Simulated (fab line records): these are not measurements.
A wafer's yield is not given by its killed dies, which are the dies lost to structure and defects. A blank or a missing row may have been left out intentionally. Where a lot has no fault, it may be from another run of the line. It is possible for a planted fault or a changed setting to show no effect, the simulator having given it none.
Which tool did it?	flow n5Finfet	24 lots, 72 wafers sampled, at 6 steps of a route of 1938

## WHAT EACH GAUGE READ, for each wafer
N5_BEOL_M9_CD_MEAS_28 targets a cd of 70 nm. Usual: cdNm 70.10 nm, standard deviation 0.24.
lot	measured	on	cdNm (nm)	flag
L075	day 9 15:21	cdSem-03	69.95 69.93 70.12	
L074	day 9 19:58	cdSem-03	70.16 69.85 70.15	
L076	day 10 09:07	cdSem-03	70.04 70.55 69.91	
L077	day 10 10:58	cdSem-01	69.98 69.94 69.81	
L078	day 10 11:14	cdSem-03	69.88 70.20 69.70	
L079	day 10 15:47	cdSem-03	70.21 69.98 70.07	
L080	day 10 16:44	cdSem-02	70.44 69.93 69.97	
L081	day 10 21:07	cdSem-03	70.64 70.42 70.52	
L082	day 11 08:53	cdSem-01	69.87 70.26 69.93	
L083	day 11 09:32	cdSem-03	70.39 70.19 69.79	
L084	day 11 13:05	cdSem-01	70.45 69.99 69.96	
L085	day 11 16:20	cdSem-03	69.87 69.67 69.91	
L087	day 15 08:04	cdSem-02	69.85 70.03 70.01	
L086	day 15 18:38	cdSem-03	70.19 69.70 69.87	
L088	day 15 19:44	cdSem-02	70.14 69.86 70.26	
L093	day 15 19:46	cdSem-02	70.33 70.20 70.21	
L089	day 15 19:49	cdSem-03	70.16 70.32 69.90	
L096	day 16 03:59	cdSem-03	70.17 70.20 70.16	
L094	day 16 04:08	cdSem-02	70.11 70.45 70.58	
L091	day 16 08:33	cdSem-03	70.06 69.78 70.16	
L090	day 16 11:53	cdSem-02	70.40 70.05 70.18	
L095	day 16 13:38	cdSem-02	69.80 70.07 70.18	
L097	day 16 16:17	cdSem-02	70.37 70.24 70.64	
L092	day 16 21:59	cdSem-03	70.24 70.05 69.90	

N5_BEOL_M9_INSPECT_58: inspects for defects (darkfield). Usual: rawDefectCount 71, standard deviation 25.
lot	measured	on	rawDefectCount	flag
L075	day 9 18:46	defectInspect-02	92 69 95	
L074	day 10 01:18	defectInspect-01	44 45 19	
L076	day 10 11:52	defectInspect-01	85 68 63	
L077	day 10 13:50	defectInspect-02	79 105 128	
L078	day 10 14:04	defectInspect-02	54 36 66	
L079	day 10 19:44	defectInspect-01	53 61 60	
L080	day 10 20:11	defectInspect-02	78 119 60	
L081	day 11 00:26	defectInspect-02	86 102 66	
L082	day 11 11:55	defectInspect-01	121 77 62	
L083	day 11 12:41	defectInspect-01	79 93 74	
L084	day 11 16:02	defectInspect-02	37 84 56	
L085	day 11 20:31	defectInspect-02	61 81 99	
L087	day 15 11:43	defectInspect-01	52 39 51	
L086	day 15 21:49	defectInspect-02	63 66 31	
L088	day 16 00:04	defectInspect-01	52 54 59	
L093	day 16 00:22	defectInspect-01	29 57 64	
L089	day 16 00:38	defectInspect-01	67 56 64	
L096	day 16 07:41	defectInspect-01	51 64 78	
L094	day 16 07:58	defectInspect-02	152 92 164	
L091	day 16 11:30	defectInspect-01	64 125 74	
L090	day 16 16:19	defectInspect-01	65 58 100	
L095	day 16 16:35	defectInspect-01	65 75 90	
L097	day 16 21:16	defectInspect-02	59 58 53	
L092	day 17 00:59	defectInspect-01	56 32 38	

## EACH LOT AND THE TOOL THAT RAN IT (in order: tool; ch and the chambers of the sampled wafers; start)
lot	N5_BEOL_M9_ETCH_65	N5_BEOL_M9_SURFACE_TREAT_79	N5_BEOL_M9_ANNEAL_51	N5_BEOL_M9_CMP_52
L075	rieDiel-02 ch 1,2,3, day 9 15:31	pvdSputter-03, day 9 17:13	rtpAnneal-02 ch 0, day 9 17:50	cmp-03 ch 1,2, day 9 18:19
L074	rieDiel-03 ch 0,1,3, day 9 20:32	pvdSputter-03, day 9 23:28	rtpAnneal-01 ch 0, day 10 00:33	cmp-02 ch 1,2,3, day 10 00:52
L076	rieDiel-04 ch 1,2,3, day 10 09:18	pvdSputter-02, day 10 10:39	rtpAnneal-01 ch 0, day 10 11:09	cmp-03 ch 0,1,2, day 10 11:24
L077	rieDiel-02 ch 2,3, day 10 11:14	pvdSputter-02, day 10 12:34	rtpAnneal-01 ch 0, day 10 13:02	cmp-03 ch 1,2, day 10 13:23
L078	rieDiel-03 ch 0,1, day 10 11:29	pvdSputter-02, day 10 12:50	rtpAnneal-01 ch 0, day 10 13:16	cmp-03 ch 2,3, day 10 13:37
L079	rieDiel-02 ch 0,1,3, day 10 15:58	pvdSputter-03, day 10 17:47	rtpAnneal-01 ch 0, day 10 18:32	cmp-03 ch 0,1,2, day 10 19:17
L080	rieDiel-02 ch 0,2,3, day 10 17:08	pvdSputter-03, day 10 18:34	rtpAnneal-02 ch 0, day 10 19:02	cmp-03 ch 0,1,3, day 10 19:44
L081	rieDiel-02 ch 1,2, day 10 21:17	pvdSputter-01, day 10 22:42	rtpAnneal-01 ch 0, day 10 23:13	cmp-03 ch 0,3, day 10 23:28
L082	rieDiel-02 ch 0,2,3, day 11 09:17	pvdSputter-01, day 11 10:35	rtpAnneal-01 ch 0, day 11 11:08	cmp-04 ch 0,1, day 11 11:28
L083	rieDiel-02 ch 0,1, day 11 10:04	pvdSputter-03, day 11 11:28	rtpAnneal-02 ch 0, day 11 12:01	cmp-02 ch 0,1,2, day 11 12:17
L084	rieDiel-02 ch 1,2,3, day 11 13:17	pvdSputter-03, day 11 14:35	rtpAnneal-02 ch 0, day 11 15:13	cmp-03 ch 0,2,3, day 11 15:40
L085	rieDiel-02 ch 0,1, day 11 16:31	pvdSputter-01, day 11 19:21	rtpAnneal-01 ch 0, day 11 19:46	cmp-03 ch 1,2, day 11 20:04
L087	rieDiel-02 ch 1,2,3, day 15 08:14	pvdSputter-02, day 15 10:12	rtpAnneal-02 ch 0, day 15 10:58	cmp-02 ch 2,3, day 15 11:18
L086	rieDiel-02 ch 0,3, day 15 18:49	pvdSputter-02, day 15 20:20	rtpAnneal-01 ch 0, day 15 21:04	cmp-03 ch 1,2,3, day 15 21:29
L088	rieDiel-02 ch 0,1,2, day 15 19:54	pvdSputter-02, day 15 21:32	rtpAnneal-01 ch 0, day 15 23:19	cmp-02 ch 0,1,3, day 15 23:37
L093	rieDiel-03 ch 0,2, day 15 20:11	pvdSputter-01, day 15 21:43	rtpAnneal-01 ch 0, day 15 23:41	cmp-03 ch 2,3, day 15 23:54
L089	rieDiel-04 ch 0,3, day 15 20:12	pvdSputter-03, day 15 21:48	rtpAnneal-01 ch 0, day 15 23:57	cmp-02 ch 0,1,3, day 16 00:15
L096	rieDiel-03 ch 0,3, day 16 04:09	pvdSputter-03, day 16 06:04	rtpAnneal-01 ch 0, day 16 06:56	cmp-04 ch 1,2,3, day 16 07:19
L094	rieDiel-02 ch 0,2,3, day 16 04:19	pvdSputter-03, day 16 06:31	rtpAnneal-01 ch 0, day 16 07:13	cmp-03 ch 0,1, day 16 07:30
L091	rieDiel-04 ch 0,1,3, day 16 08:43	pvdSputter-01, day 16 10:18	rtpAnneal-02 ch 0, day 16 10:50	cmp-03 ch 0,1,3, day 16 11:07
L090	rieDiel-03 ch 0,3, day 16 12:20	pvdSputter-03, day 16 14:56	rtpAnneal-02 ch 0, day 16 15:35	cmp-02 ch 1,3, day 16 15:53
L095	rieDiel-04 ch 1,2,3, day 16 13:48	pvdSputter-01, day 16 15:13	rtpAnneal-02 ch 0, day 16 15:54	cmp-02 ch 0,2,3, day 16 16:13
L097	rieDiel-03 ch 0,2,3, day 16 16:37	pvdSputter-02, day 16 19:51	rtpAnneal-01 ch 0, day 16 20:39	cmp-04 ch 0,1,3, day 16 20:55
L092	rieDiel-03 ch 0,2,3, day 16 22:12	pvdSputter-02, day 16 23:47	rtpAnneal-02 ch 0, day 17 00:14	cmp-04 ch 0,1,3, day 17 00:37
- N5_BEOL_M9_ETCH_65: etches SiARC in CF4, target depth 15.6 nm, time 26 s.
- N5_BEOL_M9_SURFACE_TREAT_79
- N5_BEOL_M9_ANNEAL_51: time 90 s.
- N5_BEOL_M9_CMP_52: polishes, stops on SiCOH lowk, t overpolish 7 s, target thk 140 nm.

## AS READ BY THE TOOLS THEMSELVES (means over the sampled wafers that have a number; for cases with no such wafer, the mark the record gives instead)
N5_BEOL_M9_ETCH_65. Usual: drypumpMotorCurrentA 5.9 A, standard deviation 0.4; etchRfOnTimeS 26.0 s, standard deviation 0.42; oesProductAu 0.67 a.u., standard deviation 0.068; rfVppV 184.1 V, standard deviation 1.1; showerheadPlenumPTorr 2.14 Torr, standard deviation 0.064; throttleValvePct 15.58 %, standard deviation 0.2.
lot	tool	drypumpMotorCurrentA (A)	etchRfOnTimeS (s)	oesProductAu (a.u.)	rfVppV (V)	showerheadPlenumPTorr (Torr)	throttleValvePct (%)	flag
L075	rieDiel-02	6.1	26.0	0.69	185.3	2.19	15.42	
L074	rieDiel-03	5.5	25.7	0.74	184.1	2.14	15.64	
L076	rieDiel-04	5.8	26.1	0.67	182.6	2.09	15.54	
L077	rieDiel-02	5.8	26.5	0.71	185.1	2.23	15.41	
L078	rieDiel-03	5.3	25.8	0.72	184.1	2.14	15.70	
L079	rieDiel-02	6.1	25.9	0.64	184.4	2.17	15.55	
L080	rieDiel-02	6.1	25.9	0.68	184.7	2.18	15.47	
L081	rieDiel-02	6.4	26.2	0.67	185.0	2.15	15.40	
L082	rieDiel-02	6.0	25.8	0.68	184.6	2.18	15.49	
L083	rieDiel-02	6.3	25.7	0.61	185.2	2.11	15.62	
L084	rieDiel-02	6.1	26.2	0.67	185.2	2.18	15.45	
L085	rieDiel-02	6.3	25.4	0.60	183.9	2.11	15.64	
L087	rieDiel-02	6.1	26.2	0.65	184.1	2.17	15.50	
L086	rieDiel-02	5.8	25.9	0.66	184.4	2.20	15.59	
L088	rieDiel-02	6.3	25.8	0.62	184.4	2.12	15.57	
L093	rieDiel-03	5.6	26.3	0.70	183.4	2.09	15.77	
L089	rieDiel-04	5.7	25.7	0.63	184.2	2.10	15.65	
L096	rieDiel-03	5.5	26.3	0.63	182.2	2.09	15.85	
L094	rieDiel-02	6.0	26.3	0.65	184.1	2.17	15.54	
L091	rieDiel-04	5.7	26.0	0.65	183.8	2.08	15.64	
L090	rieDiel-03	5.6	26.6	0.67	184.0	2.13	15.70	
L095	rieDiel-04	5.8	25.8	0.72	183.2	2.08	15.45	
L097	rieDiel-03	5.6	26.4	0.68	184.2	2.11	15.75	
L092	rieDiel-03	5.6	26.2	0.68	183.1	2.11	15.73	

N5_BEOL_M9_ANNEAL_51. Usual: wafer_temp_C_max 226.2, standard deviation 0.38.
lot	tool	wafer_temp_C_max	flag
L075	rtpAnneal-02	225.6	
L074	rtpAnneal-01	226.2	
L076	rtpAnneal-01	226.4	
L077	rtpAnneal-01	226.6	
L078	rtpAnneal-01	226.4	
L079	rtpAnneal-01	226.5	
L080	rtpAnneal-02	226.0	
L081	rtpAnneal-01	226.5	
L082	rtpAnneal-01	226.4	
L083	rtpAnneal-02	225.6	
L084	rtpAnneal-02	225.8	
L085	rtpAnneal-01	226.4	
L087	rtpAnneal-02	225.9	
L086	rtpAnneal-01	226.6	
L088	rtpAnneal-01	226.3	
L093	rtpAnneal-01	226.5	
L089	rtpAnneal-01	226.3	
L096	rtpAnneal-01	226.2	
L094	rtpAnneal-01	226.4	
L091	rtpAnneal-02	225.7	
L090	rtpAnneal-02	225.9	
L095	rtpAnneal-02	226.0	
L097	rtpAnneal-01	226.4	
L092	rtpAnneal-02	225.8	

N5_BEOL_M9_CMP_52. Usual: barrierFieldEndpointS 28.8 s, standard deviation 0.77; motorCurrentA 6.1 A, standard deviation 0.47; overpolishRunS 7.001 s, standard deviation 0.0091; timeToEndpointS 66 s, standard deviation 3.2.
lot	tool	barrierFieldEndpointS (s)	motorCurrentA (A)	overpolishRunS (s)	timeToEndpointS (s)	flag
L075	cmp-03	27.7	5.8	7.005	61	
L074	cmp-02	29.3	6.3	7.010	67	
L076	cmp-03	28.4	5.8	7.002	67	
L077	cmp-03	28.4	5.9	7.002	64	
L078	cmp-03	29.0	6.4	6.989	66	
L079	cmp-03	28.7	5.8	7.004	64	
L080	cmp-03	28.0	6.0	7.005	65	
L081	cmp-03	27.7	5.7	6.992	64	
L082	cmp-04	28.0	6.9	6.986	63	
L083	cmp-02	28.4	5.9	6.998	67	
L084	cmp-03	28.2	6.2	7.004	62	
L085	cmp-03	28.4	6.1	6.998	64	
L087	cmp-02	28.4	5.9	7.002	66	
L086	cmp-03	29.0	6.1	6.997	65	
L088	cmp-02	29.6	6.2	6.998	69	
L093	cmp-03	29.6	6.5	6.998	70	
L089	cmp-02	29.2	6.3	7.006	66	
L096	cmp-04	29.0	6.7	7.000	67	
L094	cmp-03	29.2	5.6	6.998	72	
L091	cmp-03	29.3	5.8	6.997	69	
L090	cmp-02	29.4	6.4	7.006	68	
L095	cmp-02	28.6	6.1	6.995	63	
L097	cmp-04	29.9	6.9	7.003	66	
L092	cmp-04	29.8	6.8	7.000	67	

## THE ANSWER, worked out from the rows above alone
Rule: lot off if the mean of its wafers having a number is beyond 3 standard deviations from the usual mean. A lot without any number at a reading at which 4 lots or more have one is off too. The other lots that the step has rows for count as sound. Order of review: gauges by route order, followed by the tools' own readings, for which a lot's mean as printed above is used. At the first step where some lot is off, the reading lying furthest off is the one used; lots without a number count as furthest.
No lot is off on any of the readings shown, so nothing can be concluded from this.

## WHAT WAS PUT IN BY THE SIMULATOR
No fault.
